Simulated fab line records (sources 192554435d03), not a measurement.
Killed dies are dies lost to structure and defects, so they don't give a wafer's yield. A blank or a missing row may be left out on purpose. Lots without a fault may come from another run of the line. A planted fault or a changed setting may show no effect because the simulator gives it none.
Matching of chambers :: flow n5Finfet :: rieDiel-02 running N5_BEOL_M14_DESCUM_33: 4 sister chambers
The step chemistry O2, time 7.9 s. 4 wafers are shown with their chamber, then 8 later ones without.

WAFERS PAIRED WITH THEIR CHAMBERS
wafer: L093.1
chamber: 3
drypumpMotorCurrentA (A): 4.9

wafer: L093.4
chamber: 2
drypumpMotorCurrentA (A): 5.0

wafer: L093.6
chamber: 1
drypumpMotorCurrentA (A): 5.4

wafer: L092.1
chamber: 0
drypumpMotorCurrentA (A): 5.6

WAFERS MISSING THEIR CHAMBER
wafer: L092.3
drypumpMotorCurrentA (A): 5.4

wafer: L092.6
drypumpMotorCurrentA (A): 5.6

wafer: L094.1
drypumpMotorCurrentA (A): 5.6

wafer: L094.2
drypumpMotorCurrentA (A): 5.4

wafer: L094.3
drypumpMotorCurrentA (A): 5.1

wafer: L095.2
drypumpMotorCurrentA (A): 5.4

wafer: L095.3
drypumpMotorCurrentA (A): 4.9

wafer: L095.6
drypumpMotorCurrentA (A): 5.6

CHAMBER TAKEN BY EACH
wafer: L092.3
from the rows above: 1
in truth: 1

wafer: L092.6
from the rows above: 0
in truth: 0

wafer: L094.1
from the rows above: 0
in truth: 0

wafer: L094.2
from the rows above: 1
in truth: 1

wafer: L094.3
from the rows above: 2
in truth: 2

wafer: L095.2
from the rows above: 1
in truth: 1

wafer: L095.3
from the rows above: 3
in truth: 3

wafer: L095.6
from the rows above: 0
in truth: 0
Placed correctly: 8 of 8. Not placeable from these rows: 0. Placed wrongly: 0.
How it was worked out, from the rows above alone: a wafer's distance from a chamber is the root of the sum, over the readings, of the square of ((its reading less the chamber's mean) divided by the reading's scatter). The wafer belongs to the nearest chamber; if the next one is less than 2 further off, it can't be placed. A chamber's mean is the mean of its shown wafers. The scatter: with one shown wafer a chamber, the root of the mean of the squares of how far each hidden wafer lies from its nearest shown one.
